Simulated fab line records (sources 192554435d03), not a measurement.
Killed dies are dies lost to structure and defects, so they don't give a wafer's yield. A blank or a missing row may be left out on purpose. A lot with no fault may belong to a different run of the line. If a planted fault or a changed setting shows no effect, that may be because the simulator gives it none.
Matching of chambers | flow n5_finfet | N5_BEOL_M0_SAQP_ALD_48 on ald_sin-03: 4 sister chambers
The step deposits SiO2, target thk 20 nm, pulse time 1 s, co reactant pulse time 1 s. 8 wafers are shown with their chamber, then 7 later ones without.

## WAFERS, EACH WITH ITS CHAMBER
wafer  | chamber | heater_power_outer_w (W) | heater_power_w (W)
L079.1 | 3       | 42                       | 81
L079.3 | 0       | 36                       | 76
L079.6 | 2       | 37                       | 71
L080.3 | 1       | 42                       | 80
L080.5 | 1       | 41                       | 80
L080.6 | 0       | 36                       | 72
L086.1 | 3       | 42                       | 83
L086.3 | 2       | 37                       | 72

## WAFERS WITH NO CHAMBER GIVEN
wafer  | heater_power_outer_w (W) | heater_power_w (W)
L086.5 | 36                       | 70
L094.1 | 45                       | 83
L094.2 | 43                       | 78
L094.5 | 37                       | 73
L096.1 | 36                       | 75
L096.3 | 45                       | 85
L096.4 | 42                       | 79

## WHICH CHAMBER EACH ONE RAN IN
wafer  | from the rows above     | in truth
L086.5 | can't be placed: 0 or 2 | 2
L094.1 | can't be placed: 3 or 1 | 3
L094.2 | can't be placed: 3 or 1 | 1
L094.5 | can't be placed: 2 or 0 | 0
L096.1 | 0                       | 0
L096.3 | can't be placed: 3 or 1 | 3
L096.4 | can't be placed: 1 or 3 | 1
1 of 7 placed correctly. Unplaceable from these rows: 6, with the true chamber sitting among the candidates in 6. Number placed wrongly: 0.
How it was worked out, from the rows above alone: a wafer's distance from a chamber is the root of the sum, over the readings, of the square of ((its reading less the chamber's mean) divided by the reading's scatter). The wafer belongs to the nearest chamber; if the next one is less than 2 further off, it can't be placed. Each chamber's mean is taken over the wafers shown for it. The scatter is the square root of a quotient: the sum, over the shown wafers, of each reading's squared deviation from its chamber's mean, divided by wafers minus chambers.
